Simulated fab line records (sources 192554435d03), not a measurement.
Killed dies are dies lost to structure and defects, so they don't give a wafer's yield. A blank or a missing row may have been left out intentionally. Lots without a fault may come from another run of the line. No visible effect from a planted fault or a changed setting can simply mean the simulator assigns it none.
fab line records	flow n5Finfet
[record] lots = 7	wafers = 18	lastDay = 16
route steps=1938 shown BEOL_M9@1431 PASSIVATION@1936
lots that met no fault: from a run of the same line without faults
startH: the number of hours between the record's first day and the start of the first shown wafer of the lot	waitH: how many hours have passed since the lot's step before this one	" identical to the entry in the row above	L1.1+2: a single row standing in for several wafers	- no value, or no start was given	* or withheld: withheld	< > ~ a bound
route shown NAME@n: NAME is a module with steps in the file, n the number in the route of the first one	usual: average and standard deviation across the fault-free wafers	same: alike in all rows	chamber/n: place in a boat	sites: each site's reading	_std_site: the standard deviation of these	_edge_site: inner sites' mean taken away from outer sites' mean	radiusMm: how far each site lies from the wafer's centre	mask NAME#n: copy n	behind: the most recent tool/chamber to have shaped the wafer	hold: the reason the lot was held/the length of the hold in hours/how it ended	device: the n, p or np transistor that did not switch	end of line: the route-end tests of the same wafers	where a step has no rows: the recipe by itself	killed: dies that structure and defects cost at the first sort, which is not the same as the wafer's yield	map: dies across one wafer; x = killed, . = not, _ = none there
set.NAME: the setting the step ran with; set.NAME@STEP: the setting that earlier step ran with	model.NAME: the simulator's own value behind a step, which no gauge read
lots seen at some steps along the route; tables by step, rows by wafer
services: the hour from which a tool's chamber was out of use, counted from the record's first day as startH (under 0 if before that day), plus the number of hours and why
[[steps]]
[step N5_BEOL_M9_EXPOSE_25]
[recipe] maskId = V8	na = 0.33	sourceShape = annular	sigmaInner = 0.4	sigmaOuter = 0.8	polarization = unpolarized	doseMj = 37.25
[step N5_BEOL_M9_PEB_26]
[recipe] pebTempC = 100	pebTimeS = 60	resist = CAR-EUV
[step N5_BEOL_M9_DEVELOP_27]
[recipe] developTimeS = 30	developer = TMAH	resist = CAR-EUV	rinseLiquid = surfactantRinse	dry = airSpin	devTempC = 23
[step N5_BEOL_M9_CD_MEAS_28]
[recipe] targetCdNm = 70	landingEnergyEv = 500	detector = seInlens	polarity = opening
[usual] cdNm = 69.93/0.27
lot.wafer	tool	chamber	startH	waitH	cdNm
L202.1	cdSem-01	0	246.93	-	69.33
L202.3	"	0	"	"	69.94
L202.5	"	0	"	"	69.79
L203.1	cdSem-01	0	273.19	-	69.88
L203.4	"	0	"	"	69.29
L203.6	"	0	"	"	69.88
L207.1	cdSem-01	0	278.27	-	69.83
L207.5	"	0	"	"	70.01
L209.1	cdSem-01	0	297.91	-	69.84
L209.3	"	0	"	"	69.69
L209.4	"	0	"	"	69.70
L211.1	cdSem-03	0	307.69	-	70.32
L211.5	"	0	"	"	70.09
L213.4	cdSem-03	0	309.43	-	70.27
L213.5	"	0	"	"	69.90
L216.1	cdSem-01	0	332.81	-	69.98
L216.2	"	0	"	"	70.01
L216.4	"	0	"	"	70.13
[step N5_BEOL_M9_OVL_MEAS_29]
[recipe] pointsPerWafer = 522
[usual] V8_OVL = 0.0/0.64
lot.wafer	tool	chamber	startH	waitH	V8_OVL[nm]
L202.1	overlay-01	0	246.96	0.0	-0.6
L202.3	"	0	"	"	-0.1
L202.5	"	0	"	"	-1.8
L203.1	overlay-02	0	273.22	0.0	0.0
L203.4	"	0	"	"	-0.2
L203.6	"	0	"	"	0.1
L207.1	overlay-02	0	278.30	0.0	0.6
L207.5	"	0	"	"	0.3
L209.1	overlay-02	0	297.94	0.0	-1.5
L209.3	"	0	"	"	-0.9
L209.4	"	0	"	"	-0.7
L211.1	overlay-01	0	307.72	0.0	-0.2
L211.5	"	0	"	"	0.2
L213.4	overlay-01	0	309.48	0.0	0.1
L213.5	"	0	"	"	-0.7
L216.1	overlay-02	0	332.84	0.0	0.2
L216.2	"	0	"	"	-0.4
L216.4	"	0	"	"	0.7
[step N5_BEOL_M9_INSPECT_30]
[recipe] mode = adi	inspectInstrument = brightfield
[usual] rawDefectCount = 404/75
lot.wafer	tool	chamber	startH	waitH	rawDefectCount
L202.1	defectInspect-01	-	247.02	0.1	419
L202.3	"	-	"	"	349
L202.5	"	-	"	"	280
L203.1	defectInspect-02	-	273.28	0.1	454
L203.4	"	-	"	"	459
L203.6	"	-	"	"	380
L207.1	defectInspect-02	-	278.36	0.1	425
L207.5	"	-	"	"	513
L209.1	defectInspect-01	-	298.00	0.1	437
L209.3	"	-	"	"	337
L209.4	"	-	"	"	360
L211.1	defectInspect-01	-	307.78	0.1	304
L211.5	"	-	"	"	381
L213.4	defectInspect-01	-	309.52	0.0	330
L213.5	"	-	"	"	310
L216.1	defectInspect-01	-	332.90	0.1	374
L216.2	"	-	"	"	453
L216.4	"	-	"	"	413
[step N5_BEOL_M9_DESCUM_33]
[recipe] chemistry = O2	timeS = 7	sourcePowerW = 50	biasPowerW = 20	pressureMtorr = 20	rfFrequencyHz = 2.712e+07	tempC = 40	resist = CAR-EUV	o2FlowSccm = 225
[usual] drypumpMotorCurrentA = 5.5/0.5	oesProductAu = 0.79/0.084	rfVppV = 243.6/1.5	showerheadPlenumPTorr = 2.12/0.081	throttleValvePct = 20.53/0.21
lot.wafer	tool	chamber	startH	waitH	drypumpMotorCurrentA	oesProductAu	rfHoursCounterH	rfVppV	showerheadPlenumPTorr	throttleValvePct
L202.1	rieDiel-03	2	247.06	0.0	6.1	0.97	3	243.5	2.15	20.06
L202.3	"	0	"	"	4.9	0.75	179	241.2	2.01	20.81
L202.5	"	1	"	"	6.0	0.70	-	243.1	2.09	20.71
L203.1	rieDiel-04	0	273.32	0.0	5.3	0.72	179	243.2	2.08	20.27
L203.4	"	3	"	"	4.9	0.74	190	244.1	2.14	20.51
L203.6	"	1	"	"	5.0	0.73	-	243.9	2.14	20.69
L207.1	rieDiel-04	2	278.39	0.0	5.1	0.70	219	240.3	1.98	20.48
L207.5	"	0	"	"	5.3	0.72	-	243.0	2.08	20.27
L209.1	rieDiel-03	2	298.03	0.0	6.1	0.92	18	246.0	2.15	20.09
L209.3	"	0	"	"	4.9	0.74	194	241.6	2.00	20.81
L209.4	"	3	"	"	6.3	0.89	40	243.4	2.05	20.66
L211.1	rieDiel-04	2	307.82	0.0	5.1	0.69	228	242.6	1.98	20.49
L211.5	"	2	"	"	5.1	0.69	-	242.2	1.98	20.50
L213.4	rieDiel-04	1	309.57	0.0	4.9	0.73	-	244.0	2.14	20.71
L213.5	"	0	"	"	5.3	0.72	-	242.8	2.08	20.29
L216.1	rieDiel-05	2	332.94	0.0	5.0	0.86	57	245.8	2.22	20.60
L216.2	"	1	"	"	5.6	0.78	100	245.0	2.21	20.67
L216.4	"	3	"	"	6.1	0.82	75	243.1	2.04	20.28
[step N5_BEOL_M9_ETCH_76]
[recipe] chemistry = N2/H2	target = underlayer	targetDepthA = 65	maskMaterial = CAR-EUV	timeS = 5.2	ionEnergyEv = 200	pressureMtorr = 30	sourceW = 840	biasW = 150	n2FlowSccm = 200	h2FlowSccm = 200	ends = cleared
[usual] drypumpMotorCurrentA = 5.5/0.51	etchRfOnTimeS = 5.19/0.12	oesProductAu = 0.67/0.073	rfVppV = 524.6/3	showerheadPlenumPTorr = 2.56/0.1	throttleValvePct = 17.89/0.25
lot.wafer	tool	chamber	startH	waitH	drypumpMotorCurrentA	etchRfOnTimeS	oesProductAu	rfHoursCounterH	rfVppV	showerheadPlenumPTorr	throttleValvePct
L202.1	rieDiel-03	2	247.09	0.0	6.2	4.84	0.84	3	525.1	2.60	17.41
L202.3	"	0	"	"	4.9	5.13	0.65	179	520.5	2.43	18.19
L202.5	"	1	"	"	6.1	5.26	0.61	-	524.0	2.53	18.12
L203.1	rieDiel-04	0	273.35	0.0	5.3	5.13	0.62	180	522.9	2.54	17.72
L203.4	"	3	"	"	4.9	5.29	0.63	190	527.3	2.62	18.03
L203.6	"	1	"	"	4.9	5.25	0.62	-	525.1	2.63	18.28
L207.1	rieDiel-04	2	278.43	0.0	5.1	5.19	0.59	219	518.0	2.40	17.83
L207.5	"	0	"	"	5.3	5.25	0.60	-	523.4	2.54	17.69
L209.1	rieDiel-03	2	298.07	0.0	6.1	4.94	0.79	18	522.7	2.59	17.43
L209.3	"	0	"	"	4.9	5.19	0.63	194	518.6	2.42	18.21
L209.4	"	3	"	"	6.3	5.17	0.76	40	523.5	2.47	17.88
L211.1	rieDiel-04	2	307.85	0.0	5.1	5.17	0.59	228	519.8	2.39	17.85
L211.5	"	2	"	"	5.1	5.20	0.59	-	519.8	2.39	17.84
L213.4	rieDiel-04	1	309.60	0.0	4.9	5.33	0.61	-	528.1	2.63	18.30
L213.5	"	0	"	"	5.3	5.20	0.61	-	522.8	2.53	17.70
L216.1	rieDiel-05	2	332.97	0.0	5.0	5.11	0.74	57	527.7	2.68	17.91
L216.2	"	1	"	"	5.6	5.08	0.67	100	527.1	2.67	17.96
L216.4	"	3	"	"	6.1	5.22	0.70	75	521.1	2.45	17.53
[step N5_BEOL_M9_ETCH_65]
[recipe] chemistry = CF4	target = SiARC	targetDepthA = 156	maskMaterial = CAR-EUV	timeS = 26	ionEnergyEv = 80	pressureMtorr = 40	sourceW = 545	biasW = 36	Ar_flow_sccm = 100	cf4FlowSccm = 100	ends = cleared
[usual] drypumpMotorCurrentA = 5.5/0.51	etchRfOnTimeS = 26.0/0.56	oesProductAu = 0.67/0.072	rfVppV = 184.4/1.2	showerheadPlenumPTorr = 2.17/0.08	throttleValvePct = 15.71/0.23
lot.wafer	tool	chamber	startH	waitH	drypumpMotorCurrentA	etchRfOnTimeS	oesProductAu	rfHoursCounterH	rfVppV	showerheadPlenumPTorr	throttleValvePct
L202.1	rieDiel-03	2	247.11	0.0	6.2	24.5	0.83	3	185.7	2.20	15.27
L202.3	"	0	"	"	4.9	26.2	0.64	179	181.0	2.04	15.91
L202.5	"	1	"	"	6.1	26.4	0.60	-	183.1	2.13	15.89
L203.1	rieDiel-04	0	273.37	0.0	5.3	25.9	0.61	180	184.7	2.13	15.48
L203.4	"	3	"	"	4.9	26.8	0.62	190	184.4	2.20	15.77
L203.6	"	1	"	"	4.9	26.5	0.61	-	184.6	2.22	16.06
L207.1	rieDiel-04	2	278.44	0.0	5.1	25.9	0.60	219	183.0	2.04	15.79
L207.5	"	0	"	"	5.3	26.2	0.61	-	184.3	2.13	15.47
L209.1	rieDiel-03	2	298.09	0.0	6.2	24.6	0.80	19	185.1	2.19	15.31
L209.3	"	0	"	"	4.9	26.1	0.63	194	182.4	2.03	15.92
L209.4	"	3	"	"	6.3	25.6	0.76	40	183.9	2.10	15.77
L211.1	rieDiel-04	2	307.87	0.0	5.1	25.7	0.60	228	181.8	2.04	15.81
L211.5	"	2	"	"	5.1	25.4	0.60	-	181.4	2.04	15.79
L213.4	rieDiel-04	1	309.62	0.0	4.9	26.6	0.61	-	184.7	2.22	16.07
L213.5	"	0	"	"	5.3	26.0	0.60	-	184.8	2.13	15.51
L216.1	rieDiel-05	2	332.99	0.0	5.0	25.8	0.73	57	185.0	2.26	15.71
L216.2	"	1	"	"	5.6	25.6	0.68	100	184.8	2.26	15.89
L216.4	"	3	"	"	6.1	26.4	0.69	75	183.9	2.08	15.37
[step N5_BEOL_M9_ETCH_66]
[recipe] chemistry = N2/H2	target = SOC	targetDepthA = 800	overetchA = 160	maskMaterial = SiARC	tempC = 40	timeS = 120	ionEnergyEv = 200	pressureMtorr = 30	sourceW = 840	biasW = 150	n2FlowSccm = 200	h2FlowSccm = 200
[usual] drypumpMotorCurrentA = 5.5/0.51	oesProductAu = 0.60/0.059	rfVppV = 524.6/2.8	showerheadPlenumPTorr = 2.56/0.1	throttleValvePct = 17.85/0.25
lot.wafer	tool	chamber	startH	waitH	drypumpMotorCurrentA	oesProductAu	rfHoursCounterH	rfVppV	showerheadPlenumPTorr	throttleValvePct
L202.1	rieDiel-03	2	247.14	0.0	6.1	0.73	3	524.7	2.60	17.36
L202.3	"	0	"	"	4.9	0.57	179	520.5	2.43	18.14
L202.5	"	1	"	"	6.1	0.54	-	523.9	2.52	18.06
L203.1	rieDiel-04	0	273.40	0.0	5.3	0.55	180	523.5	2.54	17.65
L203.4	"	3	"	"	4.9	0.56	190	525.4	2.62	17.97
L203.6	"	1	"	"	4.9	0.56	-	526.0	2.63	18.26
L207.1	rieDiel-04	2	278.47	0.0	5.1	0.54	219	522.1	2.40	17.81
L207.5	"	0	"	"	5.3	0.56	-	523.3	2.54	17.66
L209.1	rieDiel-03	2	298.11	0.0	6.1	0.70	19	525.6	2.59	17.40
L209.3	"	0	"	"	4.9	0.57	194	521.1	2.43	18.18
L209.4	"	3	"	"	6.3	0.68	40	521.6	2.47	17.82
L211.1	rieDiel-04	2	307.90	0.0	5.1	0.53	228	520.2	2.39	17.80
L211.5	"	2	"	"	5.1	0.54	-	520.4	2.39	17.80
L213.4	rieDiel-04	1	309.67	0.0	4.9	0.55	-	527.1	2.63	18.29
L213.5	"	0	"	"	5.3	0.55	-	521.8	2.54	17.66
L216.1	rieDiel-05	2	333.02	0.0	5.0	0.66	57	527.4	2.68	17.87
L216.2	"	1	"	"	5.6	0.60	100	527.3	2.67	17.94
L216.4	"	3	"	"	6.1	0.63	75	520.6	2.45	17.49
[step N5_BEOL_M9_STRIP_69]
[recipe] chemistry = N2/H2	tempC = 40	n2FlowSccm = 200	h2FlowSccm = 200	rfFrequencyHz = 6e+07
[step N5_BEOL_M9_STRIP_77]
[recipe] chemistry = N2/H2	tempC = 40	n2FlowSccm = 200	h2FlowSccm = 200	rfFrequencyHz = 6e+07
[step N5_BEOL_M9_VIA_ETCH_34]
[recipe] chemistry = C4F6/O2	target = SiCOH_lowk	targetDepthA = 1824	maskMaterial = SOC	taperDeg = 4	timeS = 68.4	ionEnergyEv = 250	pressureMtorr = 30	sourceW = 345	biasW = 185	Ar_flow_sccm = 300	C4F6_flow_sccm = 10	O2_flow_sccm = 10
[usual] C4F6_flow_sccm = 10.00/0.031	drypumpMotorCurrentA = 5.5/0.5	oesProductAu = 0.78/0.086	rfVppV = 669/10	showerheadPlenumPTorr = 2.87/0.1	throttleValvePct = 20.98/0.27
lot.wafer	tool	chamber	startH	waitH	C4F6_flow_sccm	drypumpMotorCurrentA	oesProductAu	rfHoursCounterH	rfVppV	showerheadPlenumPTorr	throttleValvePct	model.etch.depthNm	model.SOC_of_BEOL_M9_COAT_63.thkNm
L202.1	rieDiel-03	2	247.24	0.0	10.03	6.1	0.98	3	683	2.90	20.50	191	50.6
L202.3	"	0	"	"	10.01	4.9	0.74	179	668	2.72	21.19	180.4	51.4
L202.5	"	1	"	"	9.98	6.0	0.70	-	660	2.83	21.10	178.2	51
L203.1	rieDiel-04	0	273.50	0.0	9.98	5.3	0.72	180	679	2.82	20.64	184	51
L203.4	"	3	"	"	9.96	4.9	0.74	190	681	2.93	21.05	182.7	51.4
L203.6	"	1	"	"	10.00	4.9	0.72	-	674	2.95	21.40	179.6	51.4
L207.1	rieDiel-04	2	278.57	0.0	9.95	5.1	0.69	219	650	2.70	20.93	179.8	51.4
L207.5	"	0	"	"	10.02	5.3	0.93	-	677	2.82	20.73	267.6	46.8
L209.1	rieDiel-03	2	298.21	0.0	9.95	6.1	0.93	19	683	2.90	20.52	189.7	50.8
L209.3	"	0	"	"	10.02	4.9	0.74	194	669	2.71	21.22	182.4	51.2
L209.4	"	3	"	"	10.04	6.3	0.90	40	656	2.81	21.28	185.2	51.2
L211.1	rieDiel-04	2	308.00	0.0	10.02	5.1	0.69	228	652	2.70	20.97	180.7	51.2
L211.5	"	2	"	"	9.99	5.1	0.89	-	650	2.70	21.04	266.3	47
L213.4	rieDiel-04	1	309.76	0.0	9.98	4.9	0.71	-	675	2.95	21.42	177.4	51.4
L213.5	"	0	"	"	9.95	5.3	0.93	-	679	2.82	20.73	271.4	46.2
L216.1	rieDiel-05	2	333.12	0.0	9.96	5.0	0.86	57	676	2.99	21.02	184.2	51
L216.2	"	1	"	"	9.91	5.6	0.79	100	672	3.00	21.17	184.8	50.8
L216.4	"	3	"	"	10.02	6.2	0.81	75	667	2.76	20.63	180.4	51
[step N5_BEOL_M9_STRIP_73]
[recipe] chemistry = C4F6/O2	resist = SiARC	rfFrequencyHz = 6e+07
[step N5_PASSIVATION_PROBE_49]
[usual] defectLimitedYield = 91.4/1.5	killed_at_M0_to_M3 = 35/12	killed_at_M4_up = 13/5.8	killedAtContacts = 12/5.5	killedAtFrontEnd = 36/9.9	killedAtOther = 4/3.7	killedDies = 101/18	killedOpen = 66/13	killedShort = 33/8	sort_bin_4_leakage = 0.00/0.016	sort_bin_5_function = 5.0/1	sort_bin_6_memory = 3.2/0.67	sort_bin_8_speed = 0.00/0.0099	sortNPass = 1079/18	sortYieldPct = 91.4/1.5
[same] grossDies = 1180	killedAtBackSide = 0
lot.wafer	tool	chamber	startH	waitH	defectLimitedYield[%]	killed_at_M0_to_M3	killed_at_M4_up	killedAtContacts	killedAtFrontEnd	killedAtOther	killedDies	killedOpen	killedShort	sort_bin_4_leakage[%]	sort_bin_5_function[%]	sort_bin_6_memory[%]	sort_bin_8_speed[%]	sortNPass	sortYieldPct[%]
L202.1	prober-02	-	308.10	0.0	89.7	51	13	11	46	1	122	77	40	0	5.3	4.2	0	1058	89.7
L202.3	prober-02	-	308.20	0.1	91.3	39	9	6	44	5	103	63	38	0	5.0	3.4	0	1077	91.3
L202.5	prober-02	-	308.30	0.2	91.6	36	14	7	35	7	99	63	34	0	4.5	3.6	0	1081	91.6
L203.1	prober-01	-	330.90	0.0	89.3	40	23	21	40	2	126	79	38	0	5.8	3.8	0	1054	89.3
L203.4	prober-01	-	331.05	0.2	91.8	34	7	22	31	3	97	75	21	0	5.3	2.8	0	1083	91.8
L203.6	prober-01	-	331.15	0.3	90.5	38	13	20	41	0	112	80	31	0	5.3	3.8	0	1068	90.5
L207.1	prober-01	-	332.34	0.0	89.6	36	10	10	60	7	123	75	48	0	6.5	3.4	0	1057	89.6
L207.5	prober-01	-	332.54	0.2	93.1	37	3	7	26	8	81	55	26	0	4.3	2.5	0	1099	93.1
L209.1	prober-02	-	365.02	0.0	92.8	18	10	13	40	4	85	52	31	0	4.3	2.7	0	1095	92.8
L209.3	prober-02	-	365.12	0.1	91.5	30	9	15	36	10	100	67	31	0	5.3	2.8	0	1080	91.5
L209.4	prober-02	-	365.17	0.2	91.3	26	12	13	41	11	103	64	37	0	4.9	3.5	0	1077	91.3
L213.4	prober-02	-	371.72	0.2	90.6	62	18	10	17	4	111	75	32	0	5.5	3.5	0	1069	90.6
L213.5	prober-02	-	371.77	0.2	91.9	53	12	2	21	8	96	61	34	0	3.9	3.9	0	1084	91.9
L211.1	prober-02	-	372.10	0.0	92.2	17	12	17	45	1	92	55	36	0	5.0	2.6	0	1088	92.2
L211.5	prober-02	-	372.30	0.2	91.7	34	15	12	37	0	98	65	32	0.08	4.4	3.7	0	1081	91.6
L216.1	prober-02	-	393.62	0.0	92.0	23	14	14	39	4	94	62	28	0	3.8	4.1	0.08	1086	92.0
L216.2	prober-02	-	393.67	0.1	95.5	19	11	6	17	0	53	28	24	0	2.9	1.5	0	1127	95.5
L216.4	prober-02	-	393.77	0.2	93.1	32	13	8	21	7	81	62	17	0	4.1	2.5	0	1099	93.1
// killed by level:class
L202.1 BEOL_M0_SAQP:geometricParticle:short=19 BEOL_M0_SAQP:geometricParticle:open=18 FIN_SAQP:geometricParticle:open=12 STI_FIN_REVEAL:geometricParticle:open=9 MOL_CONTACT_COAG:geometricParticle:open=7 FIN_SAQP:geometricParticle:short=5 BEOL_M4:geometricParticle:open=5 MOL_CONTACT_COAG:geometricParticle:short=4
L202.3 BEOL_M0_SAQP:geometricParticle:short=14 STI_FIN_REVEAL:geometricParticle:open=13 FIN_SAQP:geometricParticle:short=9 BEOL_M3:geometricParticle:open=9 FIN_SAQP:geometricParticle:open=8 BEOL_M0_SAQP:geometricParticle:open=7 BEOL_M1:geometricParticle:open=7 MOL_CONTACT_COAG:geometricParticle:open=5
L202.5 BEOL_M0_SAQP:geometricParticle:open=12 BEOL_M0_SAQP:geometricParticle:short=11 FIN_SAQP:geometricParticle:open=9 FIN_SAQP:geometricParticle:short=6 DUMMY_GATE:geometricParticle:open=6 MOL_CONTACT_COAG:geometricParticle:open=6 BEOL_M5:geometricParticle:open=4 MIM_BOT:geometricParticle:short=4
L203.1 MOL_CONTACT_COAG:geometricParticle:open=17 BEOL_M0_SAQP:geometricParticle:short=13 FIN_SAQP:geometricParticle:open=11 BEOL_M0_SAQP:geometricParticle:open=10 BEOL_M4:geometricParticle:open=9 HKMG_FIN:areaEtch=9 FIN_SAQP:geometricParticle:short=7 BEOL_M1:geometricParticle:open=6
L203.4 MOL_CONTACT_COAG:geometricParticle:open=22 BEOL_M0_SAQP:geometricParticle:open=9 STI_FIN_REVEAL:geometricParticle:open=8 BEOL_M0_SAQP:geometricParticle:short=8 BEOL_M2:geometricParticle:open=6 DUMMY_GATE:geometricParticle:open=5 STARTING-WAFER:geometricParticle:open=5 FIN_SAQP:geometricParticle:open=3
L203.6 MOL_CONTACT_COAG:geometricParticle:open=16 BEOL_M0_SAQP:geometricParticle:open=13 BEOL_M0_SAQP:geometricParticle:short=10 STI_FIN_REVEAL:geometricParticle:open=8 BEOL_M2:geometricParticle:open=8 DUMMY_GATE:geometricParticle:open=7 BEOL_M4:geometricParticle:open=6 FIN_SAQP:geometricParticle:short=5
L207.1 STI_FIN_REVEAL:geometricParticle:open=20 BEOL_M0_SAQP:geometricParticle:short=16 FIN_SAQP:geometricParticle:open=13 BEOL_M3:geometricParticle:open=8 FIN_SAQP:geometricParticle:short=7 MOL_CONTACT_COAG:geometricParticle:open=6 DUMMY_GATE:geometricParticle:open=4 MOL_CONTACT_COAG:geometricParticle:short=4
L207.5 BEOL_M0_SAQP:geometricParticle:open=15 BEOL_M0_SAQP:geometricParticle:short=9 MOL_CONTACT_COAG:geometricParticle:open=7 STI_FIN_REVEAL:geometricParticle:open=6 MIM_BOT:geometricParticle:open=5 GATE_CUT:geometricParticle:short=4 BEOL_M3:geometricParticle:short=3 STARTING-WAFER:geometricParticle:open=3
L209.1 MOL_CONTACT_COAG:geometricParticle:open=10 BEOL_M0_SAQP:geometricParticle:open=8 BEOL_M0_SAQP:geometricParticle:short=8 FIN_SAQP:geometricParticle:open=7 FIN_SAQP:geometricParticle:short=6 GATE_CUT:geometricParticle:open=6 GATE_CUT:geometricParticle:short=4 STARTING-WAFER:geometricParticle:short=4
L209.3 MOL_CONTACT_COAG:geometricParticle:open=14 BEOL_M0_SAQP:geometricParticle:short=12 FIN_SAQP:geometricParticle:open=9 BEOL_M1:geometricParticle:open=7 BEOL_M4:geometricParticle:open=5 BEOL_M0:geometricParticle:open=5 STI_FIN_REVEAL:geometricParticle:open=4 STARTING-WAFER:geometricParticle:open=4
L209.4 MOL_CONTACT_COAG:geometricParticle:open=11 BEOL_M0_SAQP:geometricParticle:short=10 STI_FIN_REVEAL:geometricParticle:open=8 BEOL_M4:geometricParticle:open=7 BEOL_M0:geometricParticle:open=5 STARTING-WAFER:geometricParticle:open=5 STI_FIN_REVEAL:geometricParticle:short=4 BEOL_M0_SAQP:geometricParticle:open=4
L213.4 BEOL_M0_SAQP:geometricParticle:short=15 BEOL_M0_SAQP:geometricParticle:open=13 BEOL_M0:geometricParticle:open=9 BEOL_M3:geometricParticle:open=8 BEOL_M4:geometricParticle:open=8 MOL_CONTACT_COAG:geometricParticle:open=7 BEOL_M2:geometricParticle:open=7 DUMMY_GATE:geometricParticle:open=3
L213.5 BEOL_M0_SAQP:geometricParticle:short=16 BEOL_M0_SAQP:geometricParticle:open=15 BEOL_M1:geometricParticle:open=12 BEOL_M5:geometricParticle:open=7 STARTING-WAFER:geometricParticle:short=5 PASS1_CAP:geometricParticle:open=4 FIN_SAQP:geometricParticle:short=3 FIN_CUT:geometricParticle:open=3
L211.1 MOL_CONTACT_COAG:geometricParticle:open=14 FIN_SAQP:geometricParticle:short=8 DUMMY_GATE:geometricParticle:open=7 STI_FIN_REVEAL:geometricParticle:open=4 BEOL_M5:geometricParticle:open=4 STARTING-WAFER:geometricParticle:short=4 FIN_SAQP:geometricParticle:open=3 SPACER0:geometricParticle:open=3
L211.5 BEOL_M4:geometricParticle:open=10 MOL_CONTACT_COAG:geometricParticle:open=9 BEOL_M1:geometricParticle:open=8 FIN_SAQP:geometricParticle:short=7 BEOL_M0_SAQP:geometricParticle:short=7 BEOL_M2:geometricParticle:open=7 FIN_SAQP:geometricParticle:open=5 BEOL_M0_SAQP:geometricParticle:open=5
L216.1 BEOL_M0_SAQP:geometricParticle:open=11 FIN_SAQP:geometricParticle:open=10 MOL_CONTACT_COAG:geometricParticle:open=9 FIN_SAQP:geometricParticle:short=8 STI_FIN_REVEAL:geometricParticle:open=5 MOL_CONTACT_COAG:geometricParticle:short=5 BEOL_M0_SAQP:geometricParticle:short=5 MIM_TOP:geometricParticle:open=4
L216.2 BEOL_M0_SAQP:geometricParticle:short=8 MOL_CONTACT_COAG:geometricParticle:open=5 BEOL_M0_SAQP:geometricParticle:open=5 BEOL_M4:geometricParticle:open=4 DUMMY_GATE:geometricParticle:open=3 GATE_CUT:geometricParticle:short=3 BEOL_M3:geometricParticle:open=3 DUMMY_GATE:geometricParticle:short=2
L216.4 BEOL_M3:geometricParticle:open=15 MOL_CONTACT_COAG:geometricParticle:open=8 STI_FIN_REVEAL:geometricParticle:open=7 BEOL_M0_SAQP:geometricParticle:open=5 BEOL_M2:geometricParticle:open=5 BEOL_M4:geometricParticle:open=5 GATE_CUT:geometricParticle:short=4 BEOL_M0_SAQP:geometricParticle:short=4
[[services]]
tool	chamber	startH	hours	kind
rieDiel-05	3	251.62	3.5	repair
rieDiel-03	-	253.91	0.7	repair
rieDiel-04	3	309.13	11.7	repair
rieDiel-04	1	326.22	4.5	repair
[[key]]
firstSign none at tools or gauges
[modelEffect] step = N5_BEOL_M9_VIA_ETCH_34	value = etch.depthNm	without = 181.1	struck = 268.5
metAt N5_BEOL_M9_VIA_ETCH_34
struckWafers L207.5,L211.5,L213.5
onsetBetween 273.50 278.57
[fault] kind = processParameterDrift	tool = rieDiel-04	chamber = -	onsetH = 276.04	steps = N5_BEOL_M9_VIA_ETCH_34	channel = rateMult	offset = 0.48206	shape = step	endH = 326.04	scope = struckWafersOnly
